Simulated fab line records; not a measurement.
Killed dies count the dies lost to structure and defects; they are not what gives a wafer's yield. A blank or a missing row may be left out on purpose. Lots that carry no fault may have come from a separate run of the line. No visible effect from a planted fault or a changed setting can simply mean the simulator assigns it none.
Chamber matching -- flow n5_finfet -- N5_FIN_CUT_ETCH_30 on rie_diel-01 has 4 sister chambers
The step etches underlayer in N2/H2, target depth 13 nm, time 10.4 s. 8 wafers are shown with their chamber, then 10 later ones without.

== EACH WAFER AND ITS CHAMBER ==
wafer,chamber,drypump_motor_current_A (A),showerhead_plenum_p_Torr (Torr)
L080.1,2,5.0,2.53
L082.1,0,4.9,2.61
L083.5,2,5.0,2.52
L091.1,0,4.9,2.60
L091.3,1,5.8,2.59
L091.4,3,5.3,2.44
L092.2,1,5.8,2.59
L092.4,3,5.4,2.44

== WAFERS WHOSE CHAMBER IS MISSING ==
wafer,drypump_motor_current_A (A),showerhead_plenum_p_Torr (Torr)
L092.6,5.8,2.59
L093.1,5.3,2.44
L093.5,4.9,2.60
L093.6,5.3,2.44
L094.2,5.3,2.44
L094.3,5.0,2.51
L094.5,4.9,2.60
L096.2,5.8,2.59
L096.3,4.9,2.60
L096.4,5.4,2.44

== CHAMBER TAKEN BY EACH ==
wafer,from the rows above,in truth
L092.6,1,1
L093.1,3,3
L093.5,0,0
L093.6,3,3
L094.2,3,3
L094.3,2,2
L094.5,0,0
L096.2,1,1
L096.3,0,0
L096.4,3,3
Correct placement for 10 of the 10. From these rows, 0 cannot be placed. 0 placed wrongly.
How it was worked out, from the rows above alone: a wafer's distance from a chamber is the root of the sum, over the readings, of the square of ((its reading less the chamber's mean) divided by the reading's scatter). The wafer belongs to the nearest chamber; if the next one is less than 2 further off, it can't be placed. A chamber's mean is the mean of its shown wafers. The scatter is the square root of a quotient: the sum, over the shown wafers, of each reading's squared deviation from its chamber's mean, divided by wafers minus chambers.
